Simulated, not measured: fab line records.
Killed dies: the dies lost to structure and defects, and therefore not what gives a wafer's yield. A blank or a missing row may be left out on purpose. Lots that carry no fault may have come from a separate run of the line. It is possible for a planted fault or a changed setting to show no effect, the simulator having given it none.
Matching of chambers :: flow nand_harc :: 3 sister chambers for NHARC_A_SGD_CUT_DEP_00 on pecvd-03
The step deposits SiNx, target thk 50 nm. 3 wafers are shown with their chamber, then 12 later ones without.

== EACH WAFER AND ITS CHAMBER ==
wafer: L091.6
chamber: 2
heater_power_outer_w (W): 545

wafer: L092.3
chamber: 1
heater_power_outer_w (W): 384

wafer: L092.4
chamber: 0
heater_power_outer_w (W): 340

== WAFERS WHOSE CHAMBER IS MISSING ==
wafer: L093.1
heater_power_outer_w (W): 284

wafer: L093.3
heater_power_outer_w (W): 497

wafer: L093.4
heater_power_outer_w (W): 499

wafer: L094.1
heater_power_outer_w (W): 291

wafer: L094.3
heater_power_outer_w (W): 454

wafer: L094.6
heater_power_outer_w (W): 530

wafer: L095.3
heater_power_outer_w (W): 452

wafer: L095.5
heater_power_outer_w (W): 531

wafer: L095.6
heater_power_outer_w (W): 327

wafer: L096.1
heater_power_outer_w (W): 329

wafer: L096.2
heater_power_outer_w (W): 371

wafer: L096.3
heater_power_outer_w (W): 495

== WHICH CHAMBER EACH WENT THROUGH ==
wafer: L093.1
from the rows above: can't be placed: 0 or 1
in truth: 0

wafer: L093.3
from the rows above: can't be placed: 2 or 1
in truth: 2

wafer: L093.4
from the rows above: can't be placed: 2 or 1
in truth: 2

wafer: L094.1
from the rows above: can't be placed: 0 or 1
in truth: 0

wafer: L094.3
from the rows above: can't be placed: 1 or 2 or 0
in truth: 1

wafer: L094.6
from the rows above: 2
in truth: 2

wafer: L095.3
from the rows above: can't be placed: 1 or 2 or 0
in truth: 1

wafer: L095.5
from the rows above: 2
in truth: 2

wafer: L095.6
from the rows above: can't be placed: 0 or 1
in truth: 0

wafer: L096.1
from the rows above: can't be placed: 0 or 1
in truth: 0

wafer: L096.2
from the rows above: can't be placed: 1 or 0
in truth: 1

wafer: L096.3
from the rows above: can't be placed: 2 or 1
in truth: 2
Correct placement for 2 of the 12. Not placeable from these rows: 10 (in 10, the candidates include the true chamber). 0 placed wrongly.
How it was worked out, from the rows above alone: a wafer's distance from a chamber is the root of the sum, over the readings, of the square of ((its reading less the chamber's mean) divided by the reading's scatter). The wafer belongs to the nearest chamber; if the next one is less than 2 further off, it can't be placed. For every chamber, the mean is computed from those of its wafers that are shown. The scatter (one wafer shown for each chamber): square how far every hidden wafer sits from the nearest shown wafer, average those squares and take the square root.
